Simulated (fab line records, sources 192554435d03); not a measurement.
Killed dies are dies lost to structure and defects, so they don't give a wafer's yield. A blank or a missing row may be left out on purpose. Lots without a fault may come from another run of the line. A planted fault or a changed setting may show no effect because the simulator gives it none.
One fault seen from 3 desks | flow n5_finfet | each desk has only its own numbers; what lay behind them comes last
Where a reading is given only as a bound, like >300, the bound stands for it, and a mean or a difference that rests on one is marked > or <: the true number lies beyond.

THE TOOL OWNER'S DESK: rie_diel-01
The tool's own readings at N5_BEOL_M0_SAQP_STRIP_108 (strips in N2/H2): means of the sampled wafers that have a number, for each lot that ran on this tool. A lot is out of limits, marked OUT, if its mean lies more than 4 standard deviations from the usual mean; the brackets give that distance.
Columns: A = drypump_motor_current_A at N5_BEOL_M0_SAQP_STRIP_108, usual 5.9 A; B = oes_product_au at N5_BEOL_M0_SAQP_STRIP_108, usual 0.81 a.u.; C = rf_vpp_V at N5_BEOL_M0_SAQP_STRIP_108, usual 121.8 V; D = showerhead_plenum_p_Torr at N5_BEOL_M0_SAQP_STRIP_108, usual 3.35 Torr; E = throttle_valve_pct at N5_BEOL_M0_SAQP_STRIP_108, usual 18.9 %
lot  | first seen here | A   | B    | C     | D    | E
L710 | day 7 07:10     | 6.5 | 0.87 | 122.1 | 3.36 | 18.9
L716 | day 9 02:15     | 6.5 | 0.80 | 120.8 | 3.33 | 18.7
L717 | day 9 04:30     | 5.9 | 0.84 | 122.0 | 3.33 | 18.7
This desk's finding: nothing out of limits on any of the 3 lots.

THE DEFECT DESK
What the inspections along the route counted, lot by lot: means of the sampled wafers that have a number. A lot is out of limits, marked OUT, if its mean lies more than 4 standard deviations from the usual mean; the brackets give that distance.
Columns: A = raw_defect_count at N5_BEOL_M0_SAQP_INSPECT_42, usual 291; B = raw_defect_count at N5_BEOL_M0_CUTY_INSPECT_59, usual 2.0
lot  | first seen here | A              | B
L710 | day 7 09:00     | 244            | 1.0
L716 | day 9 03:36     | 1133 (+11) OUT | >300 (+99 or more) OUT
L717 | day 9 07:05     | 1197 (+11) OUT | >300 (+99 or more) OUT
L721 | day 10 01:58    | 258            | 2.3
This desk's finding: out of limits on L716, L717; first on L716, day 9 03:36 (raw_defect_count at N5_BEOL_M0_SAQP_INSPECT_42). In limits: L710, L721.

THE METROLOGY DESK
What the gauges read, lot by lot, whatever tool the lot ran on: means of the sampled wafers that have a number. A lot is out of limits, marked OUT, if its mean lies more than 4 standard deviations from the usual mean; the brackets give that distance. Of its 10 readings 7 are shown: those that lie furthest out on some lot.
Columns: A = IOFF_N at N5_BEOL_M4_RC_MEAS_101, usual 0.17 nA/um; B = IOFF_P at N5_BEOL_M4_RC_MEAS_101, usual 0.23 nA/um; C = ION_N at N5_BEOL_M4_RC_MEAS_101, usual 673 uA/um; D = ION_P at N5_BEOL_M4_RC_MEAS_101, usual 462 uA/um; E = SS_P at N5_BEOL_M4_RC_MEAS_101, usual 73.6 mV/dec; F = VT_N at N5_BEOL_M4_RC_MEAS_101, usual 250 mV; G = VT_P at N5_BEOL_M4_RC_MEAS_101, usual -249.7 mV
lot  | first seen here | A    | B    | C   | D   | E    | F   | G
L710 | day 9 13:32     | 0.18 | 0.25 | 671 | 463 | 73.8 | 249 | -248.5
L716 | day 11 11:01    | 0.15 | 0.21 | 669 | 462 | 73.4 | 254 | -251.5
L717 | day 11 17:29    | 0.17 | 0.24 | 674 | 465 | 73.5 | 250 | -249.6
L721 | day 12 15:24    | 0.13 | 0.16 | 653 | 449 | 72.8 | 256 | -254.8
This desk's finding: nothing out of limits on any of the 4 lots.

PUT TOGETHER
The defect desk could have raised an alarm at day 9 03:36, on L716, L717.
The tool owner's desk saw nothing out of limits.
The metrology desk saw nothing out of limits.
The tool owner's desk has L716, L717 on record, within its limits.
The metrology desk has L716, L717 on record, within its limits.
Of the lots named, all ran N5_BEOL_M0_SAQP_STRIP_108 on rie_diel-01.

WHAT THE SIMULATOR HAD PUT IN
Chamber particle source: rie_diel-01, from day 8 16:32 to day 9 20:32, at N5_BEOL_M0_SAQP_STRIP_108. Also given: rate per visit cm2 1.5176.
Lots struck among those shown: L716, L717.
Hours from the fault's start to each desk's first reading out of limits: the defect desk, 11.
